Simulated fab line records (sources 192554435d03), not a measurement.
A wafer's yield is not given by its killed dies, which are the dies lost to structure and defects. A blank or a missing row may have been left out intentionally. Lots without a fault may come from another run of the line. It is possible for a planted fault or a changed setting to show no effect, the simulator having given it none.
fab line records	flow n5-finfet
[record] lots = 11	wafers = 29	last-day = 16
route steps=1938 shown BEOL_M0@730 BEOL_M1@751 BEOL_M4@1111 PASSIVATION@1936
lots that met no fault: from a run of the same line without faults
start-h: the number of hours between the record's first day and the start of the first shown wafer of the lot	wait-h: time in hours since the lot's previous step	" unchanged from the row above	L1.1+2: a row that stands for several wafers	- no value, or no start was given	* or withheld: withheld	< > ~ a bound
route shown NAME@n: NAME is a module with steps in the file, n the number in the route of the first one	usual: the fault-free wafers' mean and standard deviation	same: alike in all rows	chamber/n: place in a boat	sites: per-site readings	_std_site: standard deviation across them	_edge_site: the outer-site mean with the inner-site mean subtracted	radius-mm: for every site, how far away it sits from the centre of the wafer	mask NAME#n: copy n	behind: the tool/chamber that last shaped the wafer	hold: what put the lot on hold/how long, in hours/how the hold closed	device: names the non-switching transistor (n, p or np)	end of line: at the end of the route, the tests of the same wafers	for a step that has no rows: nothing shown but its recipe	killed: not the wafer's yield, but the dies lost to structure and defects at the first sort	map: a wafer's dies, x killed, . not, _ none there
set.NAME: the setting as run; set.NAME@STEP: as run at that earlier step	model.NAME: the simulator's own value behind a step, which no gauge read
the route's steps for a sample of lots (tables are steps, rows are wafers)
services: when a tool's chamber went out of use (start-h, in hours from the record's first day, below 0 if earlier), for how many hours, and the reason
[[steps]]
[step N5_BEOL_M0_PRE_CLEAN_113]
[recipe] gas = H2/He	time-s = 30	temp-c = 250
[usual] heater-power-w = 325/19
[same] time-s = 30
lot.wafer	tool	chamber	start-h	wait-h	heater-power-w
L264.2	pvd-sputter-01	-	117.18	0.0	320
L264.3	"	-	"	"	322
L264.4	"	-	"	"	282
L267.3	pvd-sputter-02	-	137.15	0.0	314
L267.4	"	-	"	"	344
L267.6	"	-	"	"	324
L269.2	pvd-sputter-03	-	148.99	0.0	333
L269.4	"	-	"	"	324
L269.6	"	-	"	"	362
L270.4	pvd-sputter-02	-	160.49	0.0	323
L270.5	"	-	"	"	327
L270.6	"	-	"	"	325
L273.1	pvd-sputter-03	-	170.19	0.0	345
L273.3	"	-	"	"	330
L273.5	"	-	"	"	350
L274.3	pvd-sputter-03	-	179.15	0.0	352
L274.4	"	-	"	"	337
L274.5	"	-	"	"	328
L275.1	pvd-sputter-01	-	184.28	0.0	345
L275.4	"	-	"	"	325
L275.5	"	-	"	"	316
L280.2	pvd-sputter-01	-	207.72	0.0	320
L281.2	pvd-sputter-02	-	215.13	0.0	315
L283.2	pvd-sputter-02	-	230.45	0.0	320
L283.4	"	-	"	"	320
L283.5	"	-	"	"	327
L284.1	pvd-sputter-02	-	232.61	0.0	317
L284.2	"	-	"	"	350
L284.4	"	-	"	"	321
[step N5_BEOL_M0_SPUTTER_132]
[recipe] material = Cu	target-thk-a = 40	temp-c = -20	chamber-pressure-pa = 0.07	power-w = withheld	time-s = 7.37
[usual] throttle-valve-pct = 29.8/1.2
[same] time-s = 7.37
lot.wafer	tool	chamber	start-h	wait-h	throttle-valve-pct
L264.2	pvd-sputter-02	-	119.89	0.0	32.3
L264.3	"	-	"	"	30.4
L264.4	"	-	"	"	29.1
L267.3	pvd-sputter-02	-	139.67	0.0	30.5
L267.4	"	-	"	"	29.0
L267.6	"	-	"	"	30.6
L269.2	pvd-sputter-01	-	149.72	0.0	31.0
L269.4	"	-	"	"	29.1
L269.6	"	-	"	"	29.3
L270.4	pvd-sputter-02	-	161.11	0.0	30.6
L270.5	"	-	"	"	30.2
L270.6	"	-	"	"	32.2
L273.1	pvd-sputter-03	-	170.87	0.0	29.9
L273.3	"	-	"	"	28.6
L273.5	"	-	"	"	29.9
L274.3	pvd-sputter-02	-	180.15	0.0	32.0
L274.4	"	-	"	"	27.9
L274.5	"	-	"	"	29.2
L275.1	pvd-sputter-03	-	185.22	0.0	28.6
L275.4	"	-	"	"	30.0
L275.5	"	-	"	"	29.9
L280.2	pvd-sputter-01	-	210.04	0.0	29.0
L281.2	pvd-sputter-02	-	215.71	0.0	29.0
L283.2	pvd-sputter-02	-	231.39	0.0	29.1
L283.4	"	-	"	"	30.7
L283.5	"	-	"	"	29.2
L284.1	pvd-sputter-03	-	234.77	0.0	30.1
L284.2	"	-	"	"	28.4
L284.4	"	-	"	"	30.0
[step N5_BEOL_M0_ANNEAL_119]
[recipe] temp-c = 225	time-s = 90	ambient = N2
[usual] anneal-temp-c-max = 226.3/0.41	wafer_temp_C_max = 225.82/0.23
[same] time-s = 90
lot.wafer	tool	chamber	start-h	wait-h	anneal-temp-c-max	wafer_temp_C_max
L264.2	rtp-anneal-01	0	120.37	0.1	226.4	225.89
L264.3	"	0	"	"	226.0	225.87
L264.4	"	0	"	"	226.1	225.78
L267.3	rtp-anneal-01	0	140.20	0.1	226.1	226.02
L267.4	"	0	"	"	226.1	226.00
L267.6	"	0	"	"	225.5	226.30
L269.2	rtp-anneal-02	0	150.20	0.1	227.2	225.39
L269.4	"	0	"	"	226.8	225.77
L269.6	"	0	"	"	226.5	225.92
L270.4	rtp-anneal-01	0	161.83	0.3	225.9	225.80
L270.5	"	0	"	"	226.3	225.87
L270.6	"	0	"	"	225.7	226.08
L273.1	rtp-anneal-01	0	171.32	0.1	226.4	225.68
L273.3	"	0	"	"	226.5	226.01
L273.5	"	0	"	"	226.6	225.80
L274.3	rtp-anneal-02	0	180.73	0.2	226.0	226.06
L274.4	"	0	"	"	226.2	225.85
L274.5	"	0	"	"	226.9	225.82
L275.1	rtp-anneal-02	0	186.04	0.4	226.5	225.68
L275.4	"	0	"	"	226.7	225.77
L275.5	"	0	"	"	226.3	225.45
L280.2	rtp-anneal-01	0	210.60	0.2	226.2	225.92
L281.2	rtp-anneal-01	0	216.71	0.6	226.0	226.33
L283.2	rtp-anneal-01	0	231.89	0.1	225.8	225.87
L283.4	"	0	"	"	225.9	225.76
L283.5	"	0	"	"	226.2	225.64
L284.1	rtp-anneal-01	0	235.23	0.1	225.9	225.84
L284.2	"	0	"	"	226.1	226.02
L284.4	"	0	"	"	226.2	225.75
[step N5_BEOL_M1_ILD_DEP_00]
[recipe] material = SiOC	target-thk-a = 790	temp-c = 350	precursor = DEMS/O2	pressure-torr = 5	rf-w = 500	time-s = 15.3
[usual] heater-power-w = 533/79	showerhead-plenum-p-Torr = 5.690/0.024	showerhead-vpp-V = 1399/85	throttle-valve-pct = 11.7/0.62
lot.wafer	tool	chamber	start-h	wait-h	heater-power-w	showerhead-plenum-p-Torr	showerhead-vpp-V	throttle-valve-pct
L264.2	pecvd-02	2	121.24	0.0	498	5.699	1340	11.9
L264.3	"	0	"	"	509	5.693	1320	12.3
L264.4	"	0	"	"	487	5.698	1322	12.4
L267.3	pecvd-01	1	141.59	0.0	682	5.676	1433	11.9
L267.4	"	1	"	"	706	5.669	1433	11.7
L267.6	"	2	"	"	549	5.666	1328	10.7
L269.2	pecvd-01	1	151.07	0.0	707	5.654	1426	11.5
L269.4	"	0	"	"	473	5.721	1512	12.3
L269.6	"	1	"	"	699	5.654	1406	11.6
L270.4	pecvd-02	0	162.63	0.1	519	5.695	1296	12.5
L270.5	"	0	"	"	532	5.701	1315	12.5
L270.6	"	1	"	"	398	5.689	1289	12.6
L273.1	pecvd-02	2	172.24	0.0	509	5.695	1366	11.8
L273.3	"	1	"	"	408	5.671	1308	12.6
L273.5	"	0	"	"	538	5.681	1300	12.5
L274.3	pecvd-01	0	181.56	0.0	524	5.722	1508	11.7
L274.4	"	2	"	"	543	5.647	1338	10.8
L274.5	"	1	"	"	676	5.654	1420	11.4
L275.1	pecvd-01	0	186.99	0.0	474	5.709	1512	11.9
L275.4	"	1	"	"	707	5.665	1420	11.5
L275.5	"	0	"	"	489	5.707	1505	12.0
L280.2	pecvd-01	0	211.76	0.0	468	5.740	1517	11.9
L281.2	pecvd-01	0	217.60	0.0	517	5.717	1507	12.2
L283.2	pecvd-03	2	232.84	0.0	423	5.696	1389	11.2
L283.4	"	0	"	"	536	5.716	1566	11.1
L283.5	"	1	"	"	569	5.719	1423	12.1
L284.1	pecvd-02	1	236.14	0.0	466	5.685	1288	12.6
L284.2	"	0	"	"	506	5.707	1309	12.5
L284.4	"	2	"	"	523	5.696	1352	10.8
[step N5_BEOL_M1_THK_MEAS_01]
[recipe] reads = SiOC_of_BEOL_M1_ILD_DEP_00
[usual] M1_ILD_THK = 79.1/1.2
lot.wafer	tool	chamber	start-h	wait-h	M1_ILD_THK[nm]
L264.2	film-metro-01	-	121.31	0.1	80.1
L264.3	"	-	"	"	77.1
L264.4	"	-	"	"	79.2
L267.3	film-metro-02	-	141.66	0.1	77.8
L267.4	"	-	"	"	79.0
L267.6	"	-	"	"	79.9
L269.2	film-metro-01	-	151.14	0.1	78.0
L269.4	"	-	"	"	79.7
L269.6	"	-	"	"	79.7
L270.4	film-metro-02	-	162.70	0.1	78.7
L270.5	"	-	"	"	79.2
L270.6	"	-	"	"	78.4
L273.1	film-metro-01	-	172.30	0.0	80.5
L273.3	"	-	"	"	79.8
L273.5	"	-	"	"	80.8
L274.3	film-metro-02	-	181.63	0.1	79.0
L274.4	"	-	"	"	79.8
L274.5	"	-	"	"	78.1
L275.1	film-metro-01	-	187.06	0.0	78.3
L275.4	"	-	"	"	79.0
L275.5	"	-	"	"	79.7
L280.2	film-metro-01	-	211.83	0.1	127.2
L281.2	film-metro-01	-	217.66	0.1	126.8
L283.2	film-metro-01	-	232.91	0.1	79.3
L283.4	"	-	"	"	78.3
L283.5	"	-	"	"	79.4
L284.1	film-metro-02	-	236.21	0.0	77.2
L284.2	"	-	"	"	79.4
L284.4	"	-	"	"	79.3
[step N5_BEOL_M4_RC_MEAS_101]
[usual] DIBL_N = 36.0/2.2	DIBL_P = 35.9/2.6	IOFF_N = 0.16/0.038	IOFF_P = 0.21/0.042	ION_N = 675/15	ION_P = 463/10	SS_N = 71.5/0.62	SS_P = 73.2/0.76	VT_N = 250/4.1	VT_P = -251/3.6
lot.wafer	tool	chamber	start-h	wait-h	DIBL_N[mV/V]	DIBL_P[mV/V]	IOFF_N[nA/um]	IOFF_P[nA/um]	ION_N[uA/um]	ION_P[uA/um]	SS_N[mV/dec]	SS_P[mV/dec]	VT_N[mV]	VT_P[mV]
L264.2	prober-01	0	164.69	0.2	35.0	34.6	0.13	0.20	672	464	71.2	72.7	250	-250
L264.3	"	0	"	"	32.8	32.3	0.11	0.17	658	457	70.6	72.4	256	-251
L264.4	"	0	"	"	33.8	32.1	0.12	0.16	665	461	71.6	72.1	254	-251
L267.3	prober-02	0	194.41	0.3	33.3	33.6	0.12	0.15	657	446	70.9	73.0	253	-255
L267.4	"	0	"	"	36.6	37.5	0.17	0.20	680	458	72.6	73.8	247	-251
L267.6	"	0	"	"	34.8	34.4	0.14	0.15	656	444	71.8	73.3	251	-255
L269.2	prober-01	0	195.36	0.2	38.7	39.3	0.21	0.26	690	471	72.2	74.5	245	-249
L269.4	"	0	"	"	36.1	35.5	0.16	0.19	675	459	72.4	73.7	249	-251
L269.6	"	0	"	"	33.1	32.3	0.12	0.16	662	452	71.2	72.1	252	-253
L270.4	prober-01	0	211.21	0.5	43.9	43.5	0.29	0.34	693	471	72.5	75.3	245	-245
L270.5	"	0	"	"	41.1	40.2	0.22	0.26	687	469	72.6	74.2	243	-247
L270.6	"	0	"	"	37.2	35.3	0.14	0.19	684	467	71.3	73.0	252	-255
L273.1	prober-02	0	215.85	0.0	37.8	37.3	0.16	0.19	675	459	71.2	73.3	252	-254
L273.3	"	0	"	"	35.3	34.2	0.12	0.16	644	445	70.9	73.4	259	-256
L273.5	"	0	"	"	35.8	33.6	0.13	0.15	653	446	71.9	72.5	256	-259
L274.3	prober-01	0	227.78	0.3	32.1	32.0	0.11	0.13	679	457	70.8	71.7	251	-258
L274.4	"	0	"	"	37.1	37.1	0.16	0.19	687	463	72.5	72.6	250	-254
L274.5	"	0	"	"	35.9	37.0	0.15	0.20	676	453	71.3	72.6	247	-252
L275.1	prober-01	0	230.50	0.0	38.5	36.9	0.16	0.26	684	475	71.2	73.7	248	-247
L275.4	"	0	"	"	32.9	30.5	0.09	0.17	639	447	70.3	72.9	257	-250
L275.5	"	0	"	"	37.7	36.0	0.16	0.25	674	474	71.4	73.6	248	-245
L283.2	prober-02	0	281.27	0.2	38.6	39.0	0.18	0.23	675	464	71.9	73.4	249	-250
L283.4	"	0	"	"	39.9	42.4	0.22	0.29	696	482	72.1	73.9	245	-248
L283.5	"	0	"	"	38.5	39.0	0.20	0.25	689	472	71.6	73.0	246	-250
L284.1	prober-02	0	293.57	0.0	38.0	39.0	0.20	0.25	685	465	72.1	74.5	248	-251
L284.2	"	0	"	"	34.9	35.5	0.15	0.19	689	469	71.6	73.0	250	-250
L284.4	"	0	"	"	34.1	34.3	0.13	0.18	664	458	71.3	73.1	253	-254
[step N5_PASSIVATION_PROBE_49]
[usual] defect-limited-yield = 91.4/1.6	killed_at_M0_to_M3 = 35/10	killed_at_M4_up = 12/4.7	killed-at-contacts = 12/5.8	killed-at-front-end = 38/12	killed-at-other = 4/3.2	killed-dies = 102/18	killed-open = 68/14	killed-short = 32/8	sort_bin_4_leakage = 0.00/0.043	sort_bin_5_function = 5.1/0.96	sort_bin_6_memory = 3.2/0.77	sort_bin_8_speed = 0.1/0.39	sort-n-pass = 1078/20	sort-yield-pct = 91.3/1.7
[same] gross-dies = 1180	killed-at-back-side = 0
lot.wafer	tool	chamber	start-h	wait-h	defect-limited-yield[%]	killed_at_M0_to_M3	killed_at_M4_up	killed-at-contacts	killed-at-front-end	killed-at-other	killed-dies	killed-open	killed-short	sort_bin_4_leakage[%]	sort_bin_5_function[%]	sort_bin_6_memory[%]	sort_bin_8_speed[%]	sort-n-pass	sort-yield-pct[%]
L264.2	prober-01	-	264.12	0.1	92.4	37	7	6	35	5	90	67	22	0	4.3	3.2	0	1090	92.4
L264.3	prober-01	-	264.17	0.1	94.2	22	5	2	35	4	68	40	28	0	3.5	2.1	0	1112	94.2
L264.4	prober-01	-	264.22	0.2	92.1	34	14	16	28	1	93	66	26	0	4.4	3.3	0	1087	92.1
L267.3	prober-02	-	298.86	0.1	90.6	43	16	13	33	6	111	72	37	0	5.9	3.4	0	1069	90.6
L267.4	prober-02	-	298.91	0.2	91.1	33	21	12	30	9	105	66	37	0	5.4	3.0	0	1075	91.1
L267.6	prober-02	-	299.01	0.3	92.0	27	11	9	43	4	94	55	35	0	4.9	2.9	0.2	1084	91.9
L269.2	prober-01	-	309.28	0.6	92.8	30	9	12	28	6	85	55	29	0	3.6	3.1	0	1095	92.8
L269.4	prober-01	-	309.38	0.7	91.8	32	7	10	42	6	97	66	29	0	5.2	2.5	0	1083	91.8
L269.6	prober-01	-	309.48	0.8	90.5	47	11	10	39	5	112	83	28	0	5.5	3.6	0	1068	90.5
L270.4	prober-02	-	319.83	0.2	91.9	45	9	11	28	2	95	57	37	0.51	4.5	3.3	0	1079	91.4
L270.5	prober-02	-	319.88	0.2	92.5	47	6	10	24	1	88	60	27	0	4.7	2.7	0	1092	92.5
L270.6	prober-02	-	319.93	0.3	92.9	30	7	7	35	5	84	52	22	0	4.1	2.1	0	1096	92.9
L273.1	prober-01	-	325.63	0.0	91.8	33	10	13	39	2	97	75	22	0	4.8	3.3	0	1083	91.8
L273.3	prober-01	-	325.73	0.1	94.6	21	10	6	24	3	64	43	19	0	3.4	1.6	0.2	1114	94.4
L273.5	prober-01	-	325.83	0.2	93.1	29	7	6	35	4	81	49	32	0	4.6	2.0	0	1099	93.1
L274.3	prober-02	-	337.05	0.1	92.7	36	10	5	31	4	86	48	36	0	5.2	1.9	0	1094	92.7
L274.4	prober-02	-	337.10	0.2	91.0	40	17	6	40	3	106	70	34	0	4.4	4.1	0	1074	91.0
L274.5	prober-02	-	337.15	0.2	92.4	31	13	10	34	2	90	57	33	0	4.3	3.1	0	1090	92.4
L275.1	prober-01	-	337.37	0.0	91.1	50	10	11	34	0	105	67	37	0	5.8	2.8	0	1075	91.1
L275.4	prober-01	-	337.52	0.2	87.5	58	10	11	68	1	148	93	50	0	7.8	3.8	3.6	990	83.9
L275.5	prober-01	-	337.57	0.2	88.0	59	13	24	46	0	142	95	46	0	6.9	4.7	0	1038	88.0
L283.2	prober-02	-	391.10	0.7	90.7	36	16	9	44	5	110	67	42	0	5.9	3.2	0	1070	90.7
L283.4	prober-02	-	391.20	0.8	91.5	31	13	13	36	7	100	62	37	0	4.9	3.1	0	1080	91.5
L283.5	prober-02	-	391.25	0.8	93.3	16	17	9	31	6	79	48	31	0	3.6	2.7	0	1101	93.3
L284.1	prober-01	-	394.30	0.0	93.0	18	8	10	35	12	83	52	31	0	4.4	2.5	0	1097	93.0
L284.2	prober-01	-	394.35	0.1	91.6	23	5	4	61	6	99	64	35	0	4.4	3.6	0	1081	91.6
L284.4	prober-01	-	394.45	0.2	90.4	30	12	11	52	8	113	79	34	0	6.4	3.1	0	1067	90.4
// killed by level:class
L264.2 STI_FIN_REVEAL:geometric-particle:open=11 BEOL_M0_SAQP:geometric-particle:open=9 BEOL_M2:geometric-particle:open=8 DUMMY_GATE:geometric-particle:open=8 BEOL_M1:geometric-particle:open=8 FIN_SAQP:geometric-particle:open=5 MOL_CONTACT_COAG:geometric-particle:open=5 BEOL_M0_SAQP:geometric-particle:short=5
L264.3 STI_FIN_REVEAL:geometric-particle:open=10 FIN_SAQP:geometric-particle:short=8 BEOL_M0_SAQP:geometric-particle:short=5 DUMMY_GATE:geometric-particle:open=4 BEOL_M2:geometric-particle:open=4 FIN_SAQP:geometric-particle:open=3 BEOL_M1:geometric-particle:open=3 STARTING-WAFER:geometric-particle:short=3
L264.4 MOL_CONTACT_COAG:geometric-particle:open=12 STI_FIN_REVEAL:geometric-particle:open=10 BEOL_M2:geometric-particle:open=9 BEOL_M0_SAQP:geometric-particle:open=7 BEOL_M4:geometric-particle:open=5 MOL_CONTACT_COAG:geometric-particle:short=4 BEOL_M0_SAQP:geometric-particle:short=4 BEOL_M1:geometric-particle:open=4
L267.3 BEOL_M2:geometric-particle:open=18 BEOL_M1:geometric-particle:open=11 MOL_CONTACT_COAG:geometric-particle:open=9 FIN_SAQP:geometric-particle:short=8 STI_FIN_REVEAL:geometric-particle:open=6 DUMMY_GATE:geometric-particle:open=6 BEOL_M4:geometric-particle:open=6 FIN_SAQP:geometric-particle:open=5
L267.4 BEOL_M4:geometric-particle:open=15 FIN_SAQP:geometric-particle:open=10 MOL_CONTACT_COAG:geometric-particle:open=10 BEOL_M2:geometric-particle:short=7 BEOL_M1:geometric-particle:open=6 BEOL_M3:geometric-particle:open=6 BEOL_M2:geometric-particle:open=5 FIN_SAQP:geometric-particle:short=4
L267.6 FIN_SAQP:geometric-particle:open=14 BEOL_M1:geometric-particle:open=11 FIN_SAQP:geometric-particle:short=9 MOL_CONTACT_COAG:geometric-particle:open=5 STI_FIN_REVEAL:geometric-particle:open=4 MOL_CONTACT_COAG:geometric-particle:short=4 DUMMY_GATE:geometric-particle:open=3 GATE_CUT:geometric-particle:short=3
L269.2 BEOL_M1:geometric-particle:open=14 MOL_CONTACT_COAG:geometric-particle:open=10 FIN_SAQP:geometric-particle:short=7 GATE_CUT:geometric-particle:short=7 FIN_SAQP:geometric-particle:open=5 BEOL_M3:geometric-particle:open=5 BEOL_M0_SAQP:geometric-particle:short=4 STARTING-WAFER:geometric-particle:short=4
L269.4 FIN_SAQP:geometric-particle:open=19 BEOL_M1:geometric-particle:open=10 MOL_CONTACT_COAG:geometric-particle:open=9 FIN_SAQP:geometric-particle:short=8 BEOL_M0_SAQP:geometric-particle:open=7 BEOL_M0_SAQP:geometric-particle:short=7 STARTING-WAFER:geometric-particle:open=4 BEOL_M0:geometric-particle:open=3
L269.6 BEOL_M2:geometric-particle:open=17 FIN_SAQP:geometric-particle:open=11 FIN_SAQP:geometric-particle:short=11 STI_FIN_REVEAL:geometric-particle:open=9 MOL_CONTACT_COAG:geometric-particle:open=9 BEOL_M3:geometric-particle:open=8 BEOL_M0_SAQP:geometric-particle:open=7 BEOL_M1:geometric-particle:open=7
L270.4 FIN_SAQP:geometric-particle:short=13 MOL_CONTACT_COAG:geometric-particle:open=9 BEOL_M0_SAQP:geometric-particle:open=8 BEOL_M2:geometric-particle:open=8 BEOL_M3:geometric-particle:open=7 BEOL_M0_SAQP:geometric-particle:short=6 BEOL_M1:geometric-particle:open=6 BEOL_M4:geometric-particle:open=5
L270.5 BEOL_M0_SAQP:geometric-particle:open=15 BEOL_M0_SAQP:geometric-particle:short=10 BEOL_M3:geometric-particle:open=7 STI_FIN_REVEAL:geometric-particle:open=6 MOL_CONTACT_COAG:geometric-particle:open=6 BEOL_M0:geometric-particle:open=6 BEOL_M2:geometric-particle:open=5 MOL_CONTACT_COAG:geometric-particle:short=4
L270.6 BEOL_M0_SAQP:geometric-particle:open=9 HKMG_FIN:area-etch=9 MOL_CONTACT_COAG:geometric-particle:open=7 BEOL_M3:geometric-particle:open=7 DUMMY_GATE:geometric-particle:open=6 STI_FIN_REVEAL:geometric-particle:open=4 BEOL_M2:geometric-particle:open=4 FIN_SAQP:geometric-particle:short=3
L273.1 FIN_SAQP:geometric-particle:open=15 MOL_CONTACT_COAG:geometric-particle:open=12 BEOL_M2:geometric-particle:open=11 STI_FIN_REVEAL:geometric-particle:open=8 BEOL_M0:geometric-particle:open=8 BEOL_M0_SAQP:geometric-particle:open=4 BEOL_M4:geometric-particle:open=4 FIN_SAQP:geometric-particle:short=3
L273.3 DUMMY_GATE:geometric-particle:open=10 BEOL_M4:geometric-particle:open=7 BEOL_M1:geometric-particle:open=5 MOL_CONTACT_COAG:geometric-particle:open=4 BEOL_M0_SAQP:geometric-particle:short=4 BEOL_M2:geometric-particle:open=4 BEOL_M0:geometric-particle:open=3 FIN_SAQP:geometric-particle:open=2
L273.5 STI_FIN_REVEAL:geometric-particle:open=9 BEOL_M2:geometric-particle:open=6 FIN_SAQP:geometric-particle:short=4 STI_FIN_REVEAL:geometric-particle:short=4 MOL_CONTACT_COAG:geometric-particle:open=4 BEOL_M0_SAQP:geometric-particle:open=4 BEOL_M0:geometric-particle:open=4 FIN_SAQP:geometric-particle:open=3
L274.3 BEOL_M0_SAQP:geometric-particle:short=11 BEOL_M1:geometric-particle:open=8 BEOL_M0_SAQP:geometric-particle:open=8 FIN_SAQP:geometric-particle:short=4 DUMMY_GATE:geometric-particle:open=4 GATE_CUT:geometric-particle:short=4 MOL_CONTACT_COAG:geometric-particle:open=4 BEOL_M4:geometric-particle:open=4
L274.4 BEOL_M0_SAQP:geometric-particle:open=12 BEOL_M4:geometric-particle:open=11 BEOL_M1:geometric-particle:open=9 DUMMY_GATE:geometric-particle:open=6 BEOL_M0_SAQP:geometric-particle:short=6 BEOL_M3:geometric-particle:open=6 FIN_SAQP:geometric-particle:short=5 FIN_SAQP:geometric-particle:open=5
L274.5 FIN_SAQP:geometric-particle:short=14 BEOL_M1:geometric-particle:open=11 BEOL_M4:geometric-particle:open=8 FIN_SAQP:geometric-particle:open=6 MOL_CONTACT_COAG:geometric-particle:open=6 BEOL_M0_SAQP:geometric-particle:open=6 BEOL_M2:geometric-particle:short=5 MOL_CONTACT_COAG:geometric-particle:short=4
L275.1 BEOL_M2:geometric-particle:open=13 BEOL_M0_SAQP:geometric-particle:short=10 MOL_CONTACT_COAG:geometric-particle:open=10 BEOL_M0_SAQP:geometric-particle:open=9 FIN_SAQP:geometric-particle:short=8 STI_FIN_REVEAL:geometric-particle:open=8 BEOL_M3:geometric-particle:open=6 BEOL_M2:geometric-particle:short=5
L275.4 FIN_SAQP:geometric-particle:open=20 FIN_SAQP:geometric-particle:short=19 BEOL_M0_SAQP:geometric-particle:short=16 BEOL_M3:geometric-particle:open=12 BEOL_M0_SAQP:geometric-particle:open=11 BEOL_M2:geometric-particle:open=11 STI_FIN_REVEAL:geometric-particle:open=10 MOL_CONTACT_COAG:geometric-particle:open=10
L275.5 MOL_CONTACT_COAG:geometric-particle:open=21 BEOL_M0_SAQP:geometric-particle:short=15 BEOL_M3:geometric-particle:open=15 FIN_SAQP:geometric-particle:open=10 BEOL_M0_SAQP:geometric-particle:open=9 BEOL_M2:geometric-particle:open=9 FIN_SAQP:geometric-particle:short=8 STI_FIN_REVEAL:geometric-particle:open=8
L283.2 STI_FIN_REVEAL:geometric-particle:open=13 BEOL_M0_SAQP:geometric-particle:short=11 MOL_CONTACT_COAG:geometric-particle:open=9 BEOL_M3:geometric-particle:open=9 BEOL_M0_SAQP:geometric-particle:open=7 STARTING-WAFER:geometric-particle:short=7 FIN_SAQP:geometric-particle:open=5 BEOL_M4:geometric-particle:open=5
L283.4 MOL_CONTACT_COAG:geometric-particle:open=10 BEOL_M1:geometric-particle:open=8 BEOL_M3:geometric-particle:open=8 FIN_SAQP:geometric-particle:open=6 GATE_CUT:geometric-particle:short=5 BEOL_M1:geometric-particle:short=5 DUMMY_GATE:geometric-particle:open=4 BEOL_M0_SAQP:geometric-particle:open=4
L283.5 FIN_SAQP:geometric-particle:short=5 MOL_CONTACT_COAG:geometric-particle:short=5 BEOL_M0_SAQP:geometric-particle:short=5 BEOL_M1:geometric-particle:open=5 FIN_SAQP:geometric-particle:open=4 STI_FIN_REVEAL:geometric-particle:open=4 MOL_CONTACT_COAG:geometric-particle:open=4 BEOL_M7:geometric-particle:open=4
L284.1 STI_FIN_REVEAL:geometric-particle:open=15 MIM_TOP:geometric-particle:short=8 FIN_SAQP:geometric-particle:short=6 MOL_CONTACT_COAG:geometric-particle:short=5 DUMMY_GATE:geometric-particle:open=5 MOL_CONTACT_COAG:geometric-particle:open=5 BEOL_M2:geometric-particle:open=5 BEOL_M4:geometric-particle:open=5
L284.2 STI_FIN_REVEAL:geometric-particle:open=17 DUMMY_GATE:geometric-particle:open=9 BEOL_M3:geometric-particle:open=8 FIN_SAQP:geometric-particle:open=7 FIN_SAQP:geometric-particle:short=6 MIM_TOP:geometric-particle:open=5 STARTING-WAFER:geometric-particle:short=5 STARTING-WAFER:geometric-particle:open=5
L284.4 STI_FIN_REVEAL:geometric-particle:open=16 BEOL_M2:geometric-particle:open=10 MOL_CONTACT_COAG:geometric-particle:open=9 DUMMY_GATE:geometric-particle:open=8 FIN_SAQP:geometric-particle:short=6 BEOL_M3:geometric-particle:open=6 FIN_SAQP:geometric-particle:open=5 BEOL_M4:geometric-particle:open=5
[[services]]
tool	chamber	start-h	hours	kind
pecvd-01	-	94.47	1.4	repair
pecvd-01	0	129.78	5.5	scheduled-down
pecvd-02	0	142.67	2.1	scheduled-down
pvd-sputter-01	-	150.27	1.8	repair
pecvd-02	2	158.51	5.0	scheduled-down
pecvd-03	2	178.89	16.5	scheduled-down
pecvd-02	2	202.38	-	clean
pecvd-02	2	202.38	-	consumable-replace:showerhead
pecvd-02	2	202.38	29.0	scheduled-down
pecvd-02	2	202.38	29.0	vent-cycle
pecvd-03	0	209.19	2.1	scheduled-down
pecvd-01	1	233.27	5.5	scheduled-down
[[key]]
[first-sign] step = N5_BEOL_M1_THK_MEAS_01	reading = M1_ILD_THK	direction = up	sigmas = 41	usual = 79.1	struck = 127.0
effect none on later readings
met-at N5_BEOL_M1_ILD_DEP_00
struck-lots L280,L281
struck-wafers L280.2,L281.2
rows-end L280.2,L281.2
not-acting-at N5_BEOL_M0_PRE_CLEAN_113,N5_BEOL_M0_SPUTTER_132,N5_BEOL_M0_ANNEAL_119
onset-between 186.99 211.76
[fault] kind = process-parameter-drift	tool = pecvd-01	chamber = 0	onset-h = 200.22	steps = N5_BEOL_M1_ILD_DEP_00	channel = time-s	offset = *	shape = step	acts-in = *	stated = *
// rows-end: these wafers met a further fault down the route, and their rows from its step on are left out
